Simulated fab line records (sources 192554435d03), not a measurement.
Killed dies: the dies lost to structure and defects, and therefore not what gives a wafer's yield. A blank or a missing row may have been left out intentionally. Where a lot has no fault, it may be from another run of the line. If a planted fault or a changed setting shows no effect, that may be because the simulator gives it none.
Split-lot trial ; flow n5-finfet ; 39 wafers read from 7 lots, route of 1938 steps

## SPLIT DETAILS
At N5_SD_EPI_P_EPI_21 (deposits SiGe:B, time 355 s), the setting pressure-torr was moved away from the recipe's 20 Torr on 36 of the 39 wafers read, by -17.4% to +19.0%. The other wafers ran this setting at the recipe's value.

## FROM THE SPLIT TO THE READING: what the file shows between them, 3 steps
- N5_SD_EPI_P_HM_STRIP_48: strips SiNx in H3PO4, material SiNx, target depth 3 nm
- N5_SD_ACTIVATION_RTA_00: time 0 s
- N5_SD_ACTIVATION_LSA_01: time 0.0008 s

## THE READING
RS_SD_P in ohm/sq, measured at N5_SD_ACTIVATION_RS_MEAS_03 by four-point-probe. Fault-free wafers of this fab line usually give 56.1 ohm/sq, standard deviation 0.89 ohm/sq.

wafer;tool, chamber at the split;pressure-torr as run, Torr;against the recipe;RS_SD_P, ohm/sq;against lot-mates on the recipe
L077.1;epi-rpcvd-01, 0;21.81;+9.1%;53.7;no lot-mate on the recipe
L077.2;epi-rpcvd-01, 0;21.81;+9.1%;52.6;no lot-mate on the recipe
L077.3;epi-rpcvd-01, 0;21.81;+9.1%;52.7;no lot-mate on the recipe
L077.4;epi-rpcvd-01, 0;21.81;+9.1%;52.0;no lot-mate on the recipe
L077.5;epi-rpcvd-01, 0;21.81;+9.1%;52.7;no lot-mate on the recipe
L077.6;epi-rpcvd-01, 0;21.81;+9.1%;53.2;no lot-mate on the recipe
L078.1;epi-rpcvd-02, 0;21.04;+5.2%;52.8;no lot-mate on the recipe
L078.2;epi-rpcvd-02, 0;21.04;+5.2%;52.9;no lot-mate on the recipe
L078.3;epi-rpcvd-02, 0;21.04;+5.2%;53.1;no lot-mate on the recipe
L078.4;epi-rpcvd-02, 0;21.04;+5.2%;53.1;no lot-mate on the recipe
L078.5;epi-rpcvd-02, 0;21.04;+5.2%;53.7;no lot-mate on the recipe
L078.6;epi-rpcvd-02, 0;21.04;+5.2%;53.5;no lot-mate on the recipe
L091.1;epi-rpcvd-04, 0;18.2;-9.0%;60.1;no lot-mate on the recipe
L091.2;epi-rpcvd-04, 0;18.2;-9.0%;59.1;no lot-mate on the recipe
L091.3;epi-rpcvd-04, 0;18.2;-9.0%;59.1;no lot-mate on the recipe
L091.4;epi-rpcvd-04, 0;18.2;-9.0%;60.3;no lot-mate on the recipe
L091.5;epi-rpcvd-04, 0;18.2;-9.0%;60.0;no lot-mate on the recipe
L091.6;epi-rpcvd-04, 0;18.2;-9.0%;58.8;no lot-mate on the recipe
L092.1;epi-rpcvd-04, 0;23.8;+19.0%;51.5;no lot-mate on the recipe
L092.2;epi-rpcvd-04, 0;23.8;+19.0%;50.8;no lot-mate on the recipe
L092.3;epi-rpcvd-04, 0;23.8;+19.0%;51.4;no lot-mate on the recipe
L092.4;epi-rpcvd-04, 0;23.8;+19.0%;50.4;no lot-mate on the recipe
L092.5;epi-rpcvd-04, 0;23.8;+19.0%;50.8;no lot-mate on the recipe
L092.6;epi-rpcvd-04, 0;23.8;+19.0%;50.6;no lot-mate on the recipe
L093.1;epi-rpcvd-01, 0;16.51;-17.4%;65.0;no lot-mate on the recipe
L093.2;epi-rpcvd-01, 0;16.51;-17.4%;64.6;no lot-mate on the recipe
L093.3;epi-rpcvd-01, 0;16.51;-17.4%;64.4;no lot-mate on the recipe
L093.4;epi-rpcvd-01, 0;16.51;-17.4%;65.0;no lot-mate on the recipe
L093.5;epi-rpcvd-01, 0;16.51;-17.4%;64.7;no lot-mate on the recipe
L093.6;epi-rpcvd-01, 0;16.51;-17.4%;64.1;no lot-mate on the recipe
L094.1;epi-rpcvd-04, 0;20;recipe;57.3;-
L094.2;epi-rpcvd-04, 0;20;recipe;56.7;-
L094.5;epi-rpcvd-04, 0;20;recipe;57.9;-
L095.1;epi-rpcvd-01, 0;17.79;-11.1%;61.1;no lot-mate on the recipe
L095.2;epi-rpcvd-01, 0;17.79;-11.1%;61.5;no lot-mate on the recipe
L095.3;epi-rpcvd-01, 0;17.79;-11.1%;60.5;no lot-mate on the recipe
L095.4;epi-rpcvd-01, 0;17.79;-11.1%;60.9;no lot-mate on the recipe
L095.5;epi-rpcvd-01, 0;17.79;-11.1%;61.7;no lot-mate on the recipe
L095.6;epi-rpcvd-01, 0;17.79;-11.1%;60.7;no lot-mate on the recipe

FIT RESULTS
A straight line over all 39 wafers: RS_SD_P changes by -0.384 ohm/sq for each +1% of pressure-torr; r = -0.97; the points scatter about the line by 1.1 ohm/sq.
Too few moved wafers with a lot-mate on the recipe to fit a line net of each lot's own level.

## THE WHOLE CHAIN: every reading that the file lists as answering this split, in the file's order
step;what it does;reading;change (the file's fit);r (the file's)
N5_SD_EPI_P_EPI_21;deposits SiGe:B, time 355 s;SiGe-B_of_SD_EPI_P_EPI_21.thk-nm (the simulator's own value, which no gauge read);+0.242 nm for each +1% of the setting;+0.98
N5_SD_ACTIVATION_RS_MEAS_03;measures by four-point-probe;RS_SD_P;-0.384 for each +1% of the setting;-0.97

## THE FILE'S OWN FIT
RS_SD_P changes by -0.384 ohm/sq for each +1% of pressure-torr, r = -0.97.
